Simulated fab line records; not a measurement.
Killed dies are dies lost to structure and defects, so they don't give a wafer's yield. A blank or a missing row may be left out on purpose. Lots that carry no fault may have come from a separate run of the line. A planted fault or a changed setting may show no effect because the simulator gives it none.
Chamber matching || flow n5-finfet || N5_BEOL_M8_DESCUM_33 on rie-diel-05 has 4 sister chambers
The step chemistry O2, time 7 s. 4 wafers are shown with their chamber, then 7 later ones without.

== EACH WAFER AND ITS CHAMBER ==
{"wafer": "L084.1", "chamber": 2, "showerhead-plenum-p-Torr (Torr)": 1.89}
{"wafer": "L085.5", "chamber": 1, "showerhead-plenum-p-Torr (Torr)": 2.16}
{"wafer": "L093.1", "chamber": 3, "showerhead-plenum-p-Torr (Torr)": 2.00}
{"wafer": "L093.4", "chamber": 0, "showerhead-plenum-p-Torr (Torr)": 2.13}

== WAFERS MISSING THEIR CHAMBER ==
{"wafer": "L093.6", "showerhead-plenum-p-Torr (Torr)": 2.13}
{"wafer": "L092.2", "showerhead-plenum-p-Torr (Torr)": 2.15}
{"wafer": "L092.4", "showerhead-plenum-p-Torr (Torr)": 2.00}
{"wafer": "L092.6", "showerhead-plenum-p-Torr (Torr)": 2.15}
{"wafer": "L095.3", "showerhead-plenum-p-Torr (Torr)": 1.89}
{"wafer": "L095.5", "showerhead-plenum-p-Torr (Torr)": 2.13}
{"wafer": "L095.6", "showerhead-plenum-p-Torr (Torr)": 2.00}

== THE CHAMBER EACH PASSED THROUGH ==
{"wafer": "L093.6", "from the rows above": 0, "in truth": 0}
{"wafer": "L092.2", "from the rows above": "can't be placed: 1 or 0", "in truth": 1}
{"wafer": "L092.4", "from the rows above": 3, "in truth": 3}
{"wafer": "L092.6", "from the rows above": "can't be placed: 1 or 0", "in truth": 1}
{"wafer": "L095.3", "from the rows above": 2, "in truth": 2}
{"wafer": "L095.5", "from the rows above": 0, "in truth": 0}
{"wafer": "L095.6", "from the rows above": 3, "in truth": 3}
Placed correctly: 5 of 7. Unplaceable from these rows: 2, with the true chamber sitting among the candidates in 2. Placed wrongly: 0.
How it was worked out, from the rows above alone: a wafer's distance from a chamber is the root of the sum, over the readings, of the square of ((its reading less the chamber's mean) divided by the reading's scatter). The wafer belongs to the nearest chamber; if the next one is less than 2 further off, it can't be placed. The mean given for a chamber averages the wafers shown for that chamber. The scatter (one wafer shown for each chamber): square how far every hidden wafer sits from the nearest shown wafer, average those squares and take the square root.
